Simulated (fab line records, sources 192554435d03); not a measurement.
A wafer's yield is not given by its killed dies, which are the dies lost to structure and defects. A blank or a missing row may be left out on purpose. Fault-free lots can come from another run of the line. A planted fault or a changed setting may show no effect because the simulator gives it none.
Which tool is to blame?    flow n5 finfet    Sampling: 15 lots, 43 wafers, 7 of 1938 route steps

WHAT THE GAUGES READ, wafer by wafer
N5_BEOL_M0_SAQP_CD_MEAS_25 targets a cd of 13.1 nm. Usual: cd nm reads 12.77 nm (standard deviation 0.23).
lot   measured      on         cd nm (nm)         flag
L333  day 5 12:46   cd sem-03  12.75 12.81 13.07  
L336  day 6 09:10   cd sem-02  13.11 12.29 12.87  
L337  day 6 18:08   cd sem-02  12.88 13.13 12.55  
L338  day 6 21:08   cd sem-03  12.63 13.00 12.61  
L339  day 7 08:04   cd sem-01  13.11 13.01 12.37  
L340  day 7 09:25   cd sem-01  13.12 12.91 12.57  
L341  day 7 14:37   cd sem-01  12.66 13.04 12.90  
L346  day 8 19:08   cd sem-02  12.77 12.53 13.06  
L345  day 8 19:55   cd sem-03  13.09 12.77 12.78  
L348  day 9 07:50   cd sem-01  12.62 13.19        
L352  day 10 07:20  cd sem-03  - - -              OFF
L353  day 10 11:10  cd sem-02  - - -              OFF
L354  day 10 17:45  cd sem-02  - - -              OFF
L355  day 11 03:51  cd sem-02  12.71 12.59        
L356  day 11 06:58  cd sem-01  12.77 12.68 12.63  

N5_BEOL_M4_RC_MEAS_101. Usual: DIBL_N 36.5 mV/V, standard deviation 1.7; DIBL_P 36.6 mV/V, standard deviation 2.2; IOFF_N 0.16 nA/um, standard deviation 0.033; IOFF_P 0.22 nA/um, standard deviation 0.035; ION_N 671 uA/um, standard deviation 12; ION_P 462 uA/um, standard deviation 7.7; SS_N 71.6 mV/dec, standard deviation 0.54; SS_P 73.3 mV/dec, standard deviation 0.71; VT_N 250 mV, standard deviation 3.2; VT_P -249.9 mV, standard deviation 2.9.
lot   measured      on         DIBL_N (mV/V)   DIBL_P (mV/V)   IOFF_N (nA/um)  IOFF_P (nA/um)  ION_N (uA/um)  ION_P (uA/um)  SS_N (mV/dec)   SS_P (mV/dec)   VT_N (mV)    VT_P (mV)             flag
L333  day 9 01:33   prober-01  36.9 37.4 34.7  36.5 37.4 33.0  0.14 0.16 0.11  0.21 0.22 0.15  655 682 654    453 474 453    71.7 72.2 71.3  73.7 73.2 71.9  252 250 256  -249.5 -249.0 -254.7  
L336  day 9 00:37   prober-01  36.5 37.4 33.9  37.9 39.3 35.1  0.16 0.18 0.13  0.23 0.25 0.19  679 683 684    461 469 469    71.6 72.2 70.8  73.4 74.0 71.7  250 247 251  -249.5 -246.7 -251.5  
L337  day 10 03:26  prober-02  37.4 39.0 37.2  37.0 40.3 37.0  0.17 0.22 0.16  0.21 0.29 0.22  670 690 673    456 470 463    72.0 71.7 71.7  73.9 75.1 73.6  248 246 249  -250.5 -246.2 -251.4  
L338  day 10 01:27  prober-02  37.7 35.9 38.8  36.2 33.7 37.7  0.16 0.13 0.18  0.26 0.22 0.29  663 665 686    473 469 477    71.5 70.6 71.5  73.5 73.4 73.4  249 251 247  -245.9 -247.4 -242.1  
L339  day 10 10:23  prober-02  37.2 34.2 36.3  39.3 35.6 38.2  0.18 0.13 0.16  0.27 0.20 0.25  670 674 689    471 471 482    71.9 71.5 72.2  73.8 72.4 72.7  251 251 249  -245.9 -250.3 -246.8  
L340  day 11 12:11  prober-01  35.8 37.5 39.2  34.8 36.0 40.1  0.14 0.16 0.21  0.17 0.19 0.25  668 665 685    455 452 465    71.3 71.2 71.3  73.2 73.3 74.3  251 251 246  -256.8 -254.6 -250.4  
L341  day 11 12:49  prober-02  37.2 35.3 36.0  39.9 37.5 37.7  0.24 0.20 0.21  0.31 0.26 0.27  693 684 682    476 476 465    72.5 71.9 71.7  74.7 73.0 73.8  244 243 245  -244.2 -245.9 -246.9  
L346  day 12 19:50  prober-02  35.5 35.2 34.3  37.0 35.6 34.7  0.15 0.14 0.13  0.23 0.19 0.18  674 661 653    470 464 455    72.4 72.0 71.3  73.7 72.9 72.8  249 253 256  -248.1 -251.9 -251.0  
L345  day 12 21:53  prober-01  39.3 37.7 37.1  39.7 36.7 36.1  0.22 0.18 0.17  0.27 0.23 0.21  694 657 667    469 455 465    72.1 72.0 71.3  73.3 73.9 73.1  247 249 248  -246.6 -249.7 -252.6  
L348  day 13 04:04  prober-02  39.4 39.3       38.5 38.4       0.22 0.21       0.28 0.27       674 674        466 461        72.6 71.6       74.3 74.5       246 248      -247.4 -246.6         
L355  day 14 10:06  prober-01  37.2 38.7       37.7 39.0       0.17 0.19       0.22 0.22       670 680        464 464        71.4 72.3       74.1 73.5       249 247      -251.2 -251.2         
L356  day 15 09:13  prober-02  37.7 37.1 39.2  36.2 35.0 38.0  0.17 0.16 0.20  0.21 0.20 0.25  661 679 689    456 457 469    71.8 71.6 72.0  72.8 73.3 74.1  251 251 247  -251.5 -251.8 -249.3  

WHICH TOOL RAN EACH LOT (tool, then ch and the chambers of the sampled wafers, then the start)
lot   N5_BEOL_M0_SAQP_PECVD_97        N5_BEOL_M0_SAQP_ETCH_83             N5_BEOL_M0_SAQP_MANDREL_ETCH_20   N5_BEOL_M0_SAQP_SPACER1_ALD_98     N5_BEOL_M0_SAQP_SPACER1_ETCHBACK_99
L333  pecvd-03 ch 0,1,2, day 5 10:14  rie diel-02 ch 0,2,3, day 5 10:58   rie si-04 ch 0,2,3, day 5 11:13   ald sin-01 ch 0,1,2, day 5 12:05   rie diel-06 ch 0,2,3, day 5 12:34
L336  pecvd-01 ch 0,2, day 6 06:27    rie diel-03 ch 0,3, day 6 07:38     rie si-04 ch 0,1,2, day 6 07:53   ald sin-02 ch 1,2,3, day 6 08:30   rie diel-03 ch 1,3, day 6 08:58
L337  pecvd-03 ch 0,1,2, day 6 15:03  rie diel-03 ch 0,1,3, day 6 15:56   rie si-06 ch 1,2,3, day 6 16:10   ald sin-04 ch 0,1,3, day 6 17:28   rie diel-06 ch 0,2, day 6 17:57
L338  pecvd-01 ch 0,1, day 6 18:52    rie diel-06 ch 0,2,3, day 6 19:28   rie si-01 ch 0,1,2, day 6 19:43   ald sin-04 ch 0,1,3, day 6 20:28   rie diel-02 ch 0,2,3, day 6 20:56
L339  pecvd-03 ch 0,2, day 7 05:50    rie diel-03 ch 0,2, day 7 06:27     rie si-01 ch 2,3, day 7 06:41     ald sin-04 ch 1,2,3, day 7 07:23   rie diel-02 ch 1,2,3, day 7 07:52
L340  pecvd-03 ch 0,1,2, day 7 07:15  rie diel-06 ch 0,1,2, day 7 07:52   rie si-04 ch 2,3, day 7 08:07     ald sin-04 ch 0,3, day 7 08:43     rie diel-06 ch 0,2,3, day 7 09:13
L341  pecvd-03 ch 1,2, day 7 12:06    rie diel-03 ch 0,1,3, day 7 12:58   rie si-04 ch 0,2, day 7 13:13     ald sin-04 ch 0,3, day 7 13:56     rie diel-06 ch 0,1,3, day 7 14:25
L346  pecvd-01 ch 0,1,2, day 8 16:47  rie diel-06 ch 0,1,3, day 8 17:31   rie si-06 ch 0,2,3, day 8 17:46   ald sin-02 ch 0,2,3, day 8 18:28   rie diel-03 ch 0,1,3, day 8 18:56
L345  pecvd-03 ch 0,1, day 8 17:38    rie diel-06 ch 0,1,3, day 8 18:23   rie si-04 ch 2,3, day 8 18:37     ald sin-02 ch 1,2, day 8 19:14     rie diel-02 ch 0,1,3, day 8 19:43
L348  pecvd-01 ch 1,2, day 9 05:29    rie diel-06 ch 0, day 9 06:17       rie si-04 ch 0,2, day 9 06:31     ald sin-02 ch 0,1, day 9 07:08     rie diel-02 ch 2,3, day 9 07:38
L352  pecvd-03 ch 0,1, day 10 04:44   rie diel-03 ch 2,3, day 10 05:32    rie si-04 ch 0,1,3, day 10 05:47  ald sin-02 ch 0,1,3, day 10 06:40  rie diel-02 ch 0,1,3, day 10 07:08
L353  pecvd-01 ch 1,2, day 10 08:54   rie diel-03 ch 1,2,3, day 10 09:38  rie si-01 ch 0,1,3, day 10 09:53  ald sin-02 ch 0,1,2, day 10 10:29  rie diel-02 ch 0,1,3, day 10 10:58
L354  pecvd-03 ch 0, day 10 15:09     rie diel-06 ch 1,2,3, day 10 16:14  rie si-04 ch 0,2,3, day 10 16:28  ald sin-02 ch 2,3, day 10 17:05    rie diel-06 ch 0,2,3, day 10 17:34
L355  pecvd-03 ch 0,2, day 11 01:36   rie diel-02 ch 0,1, day 11 02:21    rie si-06 ch 2,3, day 11 02:36    ald sin-01 ch 1,2, day 11 03:24    rie diel-06 ch 1,2, day 11 03:41
L356  pecvd-01 ch 0,2, day 11 04:41   rie diel-02 ch 0,2, day 11 05:26    rie si-01 ch 0,1, day 11 05:40    ald sin-02 ch 0,3, day 11 06:17    rie diel-06 ch 0,2, day 11 06:46
- N5_BEOL_M0_SAQP_PECVD_97: deposits SiNx from SiH4/NH3/N2, target thk 23 nm, time 19.9 s.
- N5_BEOL_M0_SAQP_ETCH_83: etches SiARC in CF4, target depth 39 nm, time 65 s.
- N5_BEOL_M0_SAQP_MANDREL_ETCH_20: etches a-Si in HBr/Cl2, stops on SiNx, target depth 60 nm, bt time 10 s, time 30 s.
- N5_BEOL_M0_SAQP_SPACER1_ALD_98: deposits SiO2, target thk 12.8 nm, pulse time 1 s, purge time 2 s.
- N5_BEOL_M0_SAQP_SPACER1_ETCHBACK_99: etches SiO2 in CHF3/O2, target depth 15.4 nm, time 7.7 s.

WHAT THE TOOLS THEMSELVES READ (means of the sampled wafers that have a number; where no wafer has one, the mark that the record gives instead)
N5_BEOL_M0_SAQP_PECVD_97. Usual: heater power w 531 W, standard deviation 67; rf fwd power W 296.8 W, standard deviation 1.5; showerhead plenum p Torr 5.15 Torr, standard deviation 0.065; throttle valve pct 39.8 %, standard deviation 2.
lot   tool      heater power w (W)  rf fwd power W (W)  showerhead plenum p Torr (Torr)  throttle valve pct (%)  flag
L333  pecvd-03  522                 296.3               5.16                             38.5                    
L336  pecvd-01  528                 297.1               5.14                             40.7                    
L337  pecvd-03  531                 297.0               5.16                             38.4                    
L338  pecvd-01  520                 297.1               5.14                             42.3                    
L339  pecvd-03  482                 298.0               5.21                             39.4                    
L340  pecvd-03  540                 297.1               5.17                             38.5                    
L341  pecvd-03  539                 296.2               5.13                             37.5                    
L346  pecvd-01  486                 298.5               5.14                             41.5                    
L345  pecvd-03  547                 294.9               5.10                             37.7                    
L348  pecvd-01  446                 297.7               5.15                             40.8                    
L352  pecvd-03  547                 296.7               5.14                             38.5                    
L353  pecvd-01  494                 297.1               5.16                             40.9                    
L354  pecvd-03  542                 298.2               5.18                             39.5                    
L355  pecvd-03  529                 297.7               5.20                             37.1                    
L356  pecvd-01  535                 298.3               5.14                             42.3                    

N5_BEOL_M0_SAQP_ETCH_83. Usual: bias w 36.00 W, standard deviation 0.11; cf4 flow sccm 100.0 sccm, standard deviation 0.3; drypump motor current A 5.7 A, standard deviation 0.49; etch rf on time s 64.7 s, standard deviation 1.2; oes product au 0.69 a.u., standard deviation 0.09; rf fwd power W 538.1 W, standard deviation 2.8; rf vpp V 183.6 V, standard deviation 0.99; showerhead plenum p Torr 2.11 Torr, standard deviation 0.054; throttle valve pct 15.62 %, standard deviation 0.22.
lot   tool         bias w (W)  cf4 flow sccm (sccm)  drypump motor current A (A)  etch rf on time s (s)  oes product au (a.u.)  rf fwd power W (W)  rf vpp V (V)  showerhead plenum p Torr (Torr)  throttle valve pct (%)  flag
L333  rie diel-02  36.11       99.9                  5.6                          64.7                   0.65                   534.8               183.7         2.14                             15.88                   
L336  rie diel-03  36.00       100.1                 5.8                          64.6                   0.63                   537.8               184.0         2.07                             15.65                   
L337  rie diel-03  36.02       100.0                 5.5                          65.8                   0.66                   540.0               183.2         2.09                             15.70                   
L338  rie diel-06  36.07       100.3                 5.5                          66.4                   0.60                   539.4               183.3         2.13                             15.69                   
L339  rie diel-03  36.03       100.3                 6.0                          65.1                   0.64                   537.9               183.6         2.06                             15.52                   
L340  rie diel-06  36.13       100.1                 5.7                          65.8                   0.68                   540.3               184.0         2.18                             15.52                   
L341  rie diel-03  36.02       100.3                 5.6                          65.9                   0.65                   540.5               183.2         2.09                             15.71                   
L346  rie diel-06  35.91       99.8                  5.9                          64.3                   0.76                   538.2               183.6         2.14                             15.55                   
L345  rie diel-06  35.90       100.1                 5.9                          64.4                   0.75                   538.2               183.9         2.14                             15.54                   
L348  rie diel-06  35.95       100.3                 5.0                          63.8                   0.82                   542.7               184.4         2.20                             15.25                   
L352  rie diel-03  36.03       99.9                  5.6                          64.2                   0.68                   537.2               182.4         2.08                             15.50                   
L353  rie diel-03  35.97       100.0                 5.5                          65.0                   0.72                   538.6               182.5         2.09                             15.55                   
L354  rie diel-06  36.12       100.1                 6.1                          64.4                   0.66                   536.9               183.4         2.11                             15.65                   
L355  rie diel-02  36.01       100.0                 5.6                          62.9                   0.71                   537.4               183.9         2.16                             15.63                   
L356  rie diel-02  36.00       99.9                  5.8                          64.2                   0.77                   536.0               183.7         2.13                             15.55                   

N5_BEOL_M0_SAQP_MANDREL_ETCH_20. Usual: HBr_flow_sccm 150.0 sccm, standard deviation 0.45; bias w 75.00 W, standard deviation 0.23; drypump motor current A 5.5 A, standard deviation 0.52; oes product au 0.773 a.u., standard deviation 0.012; rf fwd power W 795.6 W, standard deviation 2.8; throttle valve pct 35.39 %, standard deviation 0.29.
lot   tool       HBr_flow_sccm (sccm)  bias w (W)  drypump motor current A (A)  oes product au (a.u.)  rf fwd power W (W)  throttle valve pct (%)  flag
L333  rie si-04  149.9                 75.16       5.3                          0.760                  796.9               35.40                   
L336  rie si-04  150.2                 74.93       5.5                          0.775                  793.6               35.52                   
L337  rie si-06  149.9                 74.87       4.9                          0.770                  794.6               35.43                   
L338  rie si-01  149.7                 74.94       6.3                          0.788                  794.0               35.42                   
L339  rie si-01  149.9                 74.87       5.9                          0.773                  792.6               35.34                   
L340  rie si-04  149.7                 75.08       5.0                          0.758                  796.6               35.49                   
L341  rie si-04  150.0                 74.89       5.5                          0.761                  796.7               35.56                   
L346  rie si-06  150.1                 75.05       5.3                          0.775                  796.9               35.29                   
L345  rie si-04  149.8                 74.91       5.2                          0.761                  797.8               35.66                   
L348  rie si-04  149.8                 75.18       5.5                          0.767                  794.0               35.48                   
L352  rie si-04  -                     -           -                            -                      -                   -                       OFF
L353  rie si-01  -                     -           -                            -                      -                   -                       OFF
L354  rie si-04  -                     -           -                            -                      -                   -                       OFF
L355  rie si-06  150.7                 74.70       5.0                          0.779                  795.3               35.50                   
L356  rie si-01  150.1                 75.06       6.4                          0.780                  795.6               35.43                   

N5_BEOL_M0_SAQP_SPACER1_ALD_98. Usual: heater power w 473 W, standard deviation 33; precursor pulse height rel 1.001, standard deviation 0.018.
lot   tool        heater power w (W)  precursor pulse height rel  flag
L333  ald sin-01  470                 1.013                       
L336  ald sin-02  470                 0.991                       
L337  ald sin-04  473                 0.991                       
L338  ald sin-04  478                 1.016                       
L339  ald sin-04  489                 1.005                       
L340  ald sin-04  469                 0.995                       
L341  ald sin-04  437                 1.012                       
L346  ald sin-02  483                 0.996                       
L345  ald sin-02  463                 1.007                       
L348  ald sin-02  470                 0.977                       
L352  ald sin-02  478                 0.992                       
L353  ald sin-02  459                 0.983                       
L354  ald sin-02  496                 0.990                       
L355  ald sin-01  445                 0.992                       
L356  ald sin-02  505                 0.995                       

N5_BEOL_M0_SAQP_SPACER1_ETCHBACK_99. Usual: CHF3_flow_sccm 49.98 sccm, standard deviation 0.17; drypump motor current A 5.7 A, standard deviation 0.5; oes product au 0.80 a.u., standard deviation 0.11; rf fwd power W 645.4 W, standard deviation 2.6; rf vpp V 524 V, standard deviation 8.8; showerhead plenum p Torr 2.40 Torr, standard deviation 0.064; throttle valve pct 18.95 %, standard deviation 0.2.
lot   tool         CHF3_flow_sccm (sccm)  drypump motor current A (A)  oes product au (a.u.)  rf fwd power W (W)  rf vpp V (V)  showerhead plenum p Torr (Torr)  throttle valve pct (%)  flag
L333  rie diel-06  49.93                  5.5                          0.71                   648.0               526           2.40                             18.97                   
L336  rie diel-03  49.95                  5.3                          0.81                   647.8               519           2.38                             19.04                   
L337  rie diel-06  50.16                  5.1                          0.70                   647.4               529           2.46                             18.91                   
L338  rie diel-02  49.92                  5.6                          0.75                   644.5               518           2.41                             19.21                   
L339  rie diel-02  49.97                  5.9                          0.79                   644.3               519           2.39                             19.05                   
L340  rie diel-06  49.95                  5.5                          0.70                   647.1               526           2.39                             18.99                   
L341  rie diel-06  49.97                  5.9                          0.79                   646.2               529           2.41                             19.00                   
L346  rie diel-03  49.87                  5.6                          0.86                   646.6               518           2.35                             18.85                   
L345  rie diel-02  49.93                  5.6                          0.87                   644.3               522           2.40                             18.93                   
L348  rie diel-02  50.03                  5.9                          0.91                   643.7               516           2.38                             18.97                   
L352  rie diel-02  49.88                  5.6                          0.31                   644.9               523           2.40                             18.84                   OFF
L353  rie diel-02  50.05                  5.6                          0.31                   644.7               523           2.40                             18.83                   OFF
L354  rie diel-06  50.01                  5.5                          0.30                   647.3               525           2.39                             18.77                   OFF
L355  rie diel-06  49.93                  6.0                          0.82                   643.2               536           2.43                             18.80                   
L356  rie diel-06  50.10                  5.3                          0.79                   648.1               531           2.43                             18.73                   

THE ANSWER, worked out from the rows above alone
Rule: take the mean of a lot's wafers that have a number; if it is more than 3 standard deviations from the usual mean, the lot is off. A lot without any number at a reading at which 4 lots or more have one is off too. Any other lot the step has rows for is counted as sound. First the gauges in route order, then the tools' own readings, where a lot's mean is used as printed above. The first step at which some lot is off is used, and at that step the reading that is off furthest; a lot without a number counts as furthest.
Off, at N5_BEOL_M0_SAQP_CD_MEAS_25 on cd nm: L352, L353, L354. Without a number there: L352, L353, L354.
If a tool, at a process step before that reading, ran all the lots that are off and no sound lot after the first of them, it fits. Not tried: the gauges at N5_BEOL_M0_SAQP_CD_MEAS_25; whatever is off there is also off at N5_BEOL_M0_SAQP_MANDREL_ETCH_20, on other tools, and gauge error can't account for it. Of those tried, none fits.

WHAT THE SIMULATOR PUT IN
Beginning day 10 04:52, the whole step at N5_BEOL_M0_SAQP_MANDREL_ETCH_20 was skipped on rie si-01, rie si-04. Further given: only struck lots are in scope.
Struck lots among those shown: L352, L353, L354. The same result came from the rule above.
